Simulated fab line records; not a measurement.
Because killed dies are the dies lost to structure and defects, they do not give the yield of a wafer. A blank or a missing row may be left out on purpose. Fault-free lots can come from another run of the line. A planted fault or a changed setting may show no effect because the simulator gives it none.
Split-lot study	flow n5_finfet	7 lots, 21 wafers read, on a route of 1938 steps

## SPLIT DETAILS
At N5_BEOL_M4_TRENCH_ETCH_37 (etches SiOC in C4F6/O2, target depth 55.555 nm, time 29.2 s), the setting source_w was moved away from the recipe's 355 W on 7 of the 21 wafers read, by -15.9% to +10.3%. All remaining wafers had this setting at the recipe value.

## FROM THE SPLIT TO THE READING: what the file shows between them, 2 steps
- N5_BEOL_M4_ETCH_41: etches SiCN in CH3F/O2, target depth 29.9 nm, time 52.5 s
- N5_BEOL_M4_STRIP_97: strips in N2/H2, time 10 s

## THE READING
trench_depth_nm, in nm, at N5_BEOL_M4_OCD_MEAS_38. On this fab line, fault-free wafers typically give 55.1 nm with a standard deviation of 1 nm.

wafer	tool, chamber at the split	source_w as run, W	against the recipe	trench_depth_nm, nm	against lot-mates on the recipe
L079.1	rie_diel-05, 2	355	recipe	54.9	-
L079.2	rie_diel-05, 3	355	recipe	54.9	-
L079.5	rie_diel-05, 2	355	recipe	54.2	-
L088.2	rie_diel-02, 3	312.4	-12.0%	52.5	-3.7
L088.4	rie_diel-02, 0	355	recipe	56.1	-
L088.6	rie_diel-02, 0	355	recipe	56.2	-
L094.1	rie_diel-02, 0	298.4	-15.9%	51.5	-3.3
L094.4	rie_diel-02, 3	355	recipe	54.3	-
L094.6	rie_diel-02, 0	355	recipe	55.4	-
L090.1	rie_diel-06, 3	355	recipe	54.4	-
L090.3	rie_diel-06, 1	391.6	+10.3%	57.0	+2.6
L090.5	rie_diel-06, 2	391.6	+10.3%	54.9	+0.5
L096.1	rie_diel-06, 0	385.8	+8.7%	58.0	+3.6
L096.3	rie_diel-06, 3	385.8	+8.7%	56.3	+1.9
L096.6	rie_diel-06, 3	355	recipe	54.4	-
L092.1	rie_diel-02, 3	355	recipe	55.0	-
L092.2	rie_diel-02, 0	355	recipe	55.1	-
L092.3	rie_diel-02, 2	300.6	-15.3%	52.1	-2.9
L095.1	rie_diel-06, 3	355	recipe	54.6	-
L095.2	rie_diel-06, 1	355	recipe	55.0	-
L095.6	rie_diel-06, 3	355	recipe	54.3	-

FIT RESULTS
A straight line over all 21 wafers: trench_depth_nm changes by +0.187 nm for each +1% of source_w; r = +0.87; the points scatter about the line by 0.77 nm.
The same after taking each lot's own level away (the mean of its wafers on the recipe; 21 wafers): +0.223 nm for each +1%; r = +0.92; scatter 0.67 nm.
Per that fit: largest source_w move, reading shift of 3.6 nm.
Across the lots, their own levels run from 54.40 to 56.15 nm, a range of 1.8 times the standard deviation given above.
In other words, the slope is changed by the lot-to-lot level; the two fits disagree.
Check: -3.65 nm against its lot-mates is what the line predicts for one of the wafers moved furthest among these (-15.9%) when that wafer is left out of the fit. Against them it came out at -3.35 nm.
Tool readings at the split's step, against how far the setting was moved: rf_vpp_V r = -0.91.

## ADDITIONAL SPLITS CARRIED BY THESE WAFERS
Other splits were also applied to these wafers ahead of the reading. Each is held against what the fit with the lots' levels taken away leaves over:
other split on the same wafers	wafers away from the commonest value	r with trench_depth_nm (lot level and that fit taken away)
N5_BEOL_M4_DESCUM_33 time_s	6	-0.18

## THE WHOLE CHAIN: every reading that the file lists as answering this split, in the file's order
step	what it does	reading	change (the file's fit)	r (the file's)
N5_BEOL_M4_TRENCH_ETCH_37	etches SiOC in C4F6/O2, target depth 55.555 nm, time 29.2 s	rf_vpp_V	-3.45 V for each +1% of the setting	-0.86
N5_BEOL_M4_TRENCH_ETCH_37	etches SiOC in C4F6/O2, target depth 55.555 nm, time 29.2 s	BEOL_M4.feature_depth_nm (the simulator's own value, which no gauge read)	+0.217 nm for each +1% of the setting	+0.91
N5_BEOL_M4_TRENCH_ETCH_37	etches SiOC in C4F6/O2, target depth 55.555 nm, time 29.2 s	etch.depth_nm (the simulator's own value, which no gauge read)	+0.216 nm for each +1% of the setting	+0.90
N5_BEOL_M4_OCD_MEAS_38		trench_depth_nm	+0.223 nm for each +1% of the setting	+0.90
N5_BEOL_M4_CMP_52	polishes, stops on SiOC, t overpolish 6.8 s, target thk 40 nm	Cu_of_BEOL_M4_ECD_50.thk_nm (the simulator's own value, which no gauge read)	+0.16 nm for each +1% of the setting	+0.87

## THE FILE'S OWN FIT
trench_depth_nm changes by +0.223 nm for each +1% of source_w, r = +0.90.
